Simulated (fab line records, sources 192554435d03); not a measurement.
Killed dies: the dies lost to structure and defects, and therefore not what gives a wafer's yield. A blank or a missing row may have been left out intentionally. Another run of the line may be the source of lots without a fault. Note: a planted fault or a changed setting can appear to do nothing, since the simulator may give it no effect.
Chamber matching | flow n5-finfet | N5_GATE_CUT_PECVD_57 on pecvd-01 has 3 sister chambers
The step deposits SiNx from SiH4/NH3/N2, target thk 21 nm. 3 wafers are shown with their chamber, then 10 later ones without.

== EACH WAFER AND ITS CHAMBER ==
wafer  | chamber | throttle-valve-pct (%)
L080.4 | 1       | 40.4
L084.5 | 0       | 41.1
L085.4 | 2       | 36.0

== WAFERS WHOSE CHAMBER IS MISSING ==
wafer  | throttle-valve-pct (%)
L085.6 | 40.4
L094.1 | 41.0
L094.2 | 36.0
L094.3 | 40.4
L094.4 | 40.4
L094.5 | 36.1
L094.6 | 41.3
L095.1 | 40.4
L095.3 | 41.3
L095.6 | 41.1

== WHICH CHAMBER EACH WENT THROUGH ==
wafer  | from the rows above | in truth
L085.6 | 1                   | 1
L094.1 | 0                   | 0
L094.2 | 2                   | 2
L094.3 | 1                   | 1
L094.4 | 1                   | 1
L094.5 | 2                   | 2
L094.6 | 0                   | 0
L095.1 | 1                   | 1
L095.3 | 0                   | 0
L095.6 | 0                   | 0
Correctly placed: 10 of 10. Number that these rows cannot place: 0. Wrongly placed: 0.
How it was worked out, from the rows above alone: a wafer's distance from a chamber is the root of the sum, over the readings, of the square of ((its reading less the chamber's mean) divided by the reading's scatter). The wafer belongs to the nearest chamber; if the next one is less than 2 further off, it can't be placed. A chamber's mean is the mean of its shown wafers. The scatter (one wafer shown for each chamber): square how far every hidden wafer sits from the nearest shown wafer, average those squares and take the square root.
